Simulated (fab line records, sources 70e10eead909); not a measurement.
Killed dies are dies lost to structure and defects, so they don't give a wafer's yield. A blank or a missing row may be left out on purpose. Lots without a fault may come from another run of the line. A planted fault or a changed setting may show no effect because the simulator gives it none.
A struck lot beside a sound one | flow nand_harc | 14 steps out of a route of 1159
Sound: wafers L744.1, L744.2, L744.5. Struck: wafers L753.1, L753.6. The cause comes at the end.
At each step with rows: each side's tool, then ch and its chambers, then its first start. Under that, the readings that differ: sound wafers | struck wafers | difference of the means | sigmas: that difference in standard deviations of wafers without a fault.
alike: readings whose means differ by less than 2 such deviations, and words and numbers that are the same on both sides. not compared: withheld readings, readings that some wafer has no value for, bounds like >300 that may hide the same value, and numbers for which the record gives no deviation and whose values overlap.
The two part at a step that has a row with sigmas, a row that says differs or no value, or rows on one side only. Numbers that don't overlap but have no deviation are shown without sigmas and don't part them. A reading that every wafer of one side lacks parts them only if that side has two wafers or more.

first, 4 steps without rows for these wafers: NHARC_A_STAIRCASE_EXPOSE_214 (exposes mask STAIR 3); NHARC_A_STAIRCASE_PEB_215 (peb time 130 s); NHARC_A_STAIRCASE_DEVELOP_216 (time 140 s); NHARC_A_STAIRCASE_HARDBAKE_218 (time 140 s).
NHARC_A_STAIRCASE_DESCUM_219: chemistry O2, time 3 s.
  sound on rie_diel-10 ch 0,1, day 11 16:34; struck on rie_diel-10 ch 1,2, day 14 20:26
  alike: drypump_motor_current_A, oes_product_au, rf_vpp_V, showerhead_plenum_p_Torr, throttle_valve_pct
  not compared: rf_hours_counter_h
NHARC_A_STAIRCASE_TRIM_220: chemistry O2, time 211.2 s.
  sound on rie_diel-10 ch 0,1, day 11 16:56; struck on rie_diel-10 ch 2,3, day 14 20:32
  alike: drypump_motor_current_A, oes_product_au, rf_vpp_V, run_length_s, showerhead_plenum_p_Torr, throttle_valve_pct
  not compared: rf_hours_counter_h
NHARC_A_STAIRCASE_ETCH_221: etches the open film in C4F8/O2, target depth 100 nm, time 40.5 s.
  sound on rie_diel-10 ch 0,1,2; struck on rie_diel-10 ch 3
  alike: oes_product_au, rf_vpp_V
  not compared: rf_hours_counter_h
then, 3 steps without rows for these wafers: NHARC_A_STAIRCASE_TRIM_222 (chemistry O2, time 211.2 s); NHARC_A_STAIRCASE_ETCH_223 (etches the open film in C4F8/O2, target depth 100 nm, time 40.5 s); NHARC_A_STAIRCASE_TRIM_224 (chemistry O2, time 211.2 s).
NHARC_A_STAIRCASE_ETCH_225: etches the open film in C4F8/O2, target depth 100 nm, time 40.5 s.
  sound on rie_diel-10 ch 0,2; struck on rie_diel-10 ch 2,3
  alike: oes_product_au, rf_vpp_V
  not compared: rf_hours_counter_h
NHARC_A_STAIRCASE_TRIM_226: chemistry O2, time 211.2 s.
  sound on rie_diel-10 ch 1,2,3, day 11 17:53; struck on rie_diel-10 ch 0,2, day 14 21:40
  reading          | sound             | struck      | difference | sigmas
  run_length_s (s) | 232.0 232.9 232.4 | 165.5 165.6 | -66.9      | -99 or more
  alike: drypump_motor_current_A, oes_product_au, rf_vpp_V, showerhead_plenum_p_Torr, throttle_valve_pct
  not compared: rf_hours_counter_h
NHARC_A_STAIRCASE_ETCH_227: etches the open film in C4F8/O2, target depth 100 nm, time 40.5 s.
  sound on rie_diel-10 ch 0,1,2; struck on rie_diel-10 ch 2,3
  alike: oes_product_au, rf_vpp_V
  not compared: rf_hours_counter_h
-- the record jumps here: 9 days lie between the struck wafers' starts before and after (it left off in module A_STAIRCASE and takes up again in module END, whose first step shown is number 1159 of the route) --
NHARC_END_SORT_01:
  the record has rows for the struck wafers here (prober-01 ch 0, day 23 10:04) and none for the sound ones

WHERE THEY PART
First at NHARC_A_STAIRCASE_TRIM_226; last, within this record, at NHARC_END_SORT_01.

WHY: what the simulator had put in
Process parameter drift: rie_diel-10, from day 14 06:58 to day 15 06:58, at NHARC_A_STAIRCASE_TRIM_226. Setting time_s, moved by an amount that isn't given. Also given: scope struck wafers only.
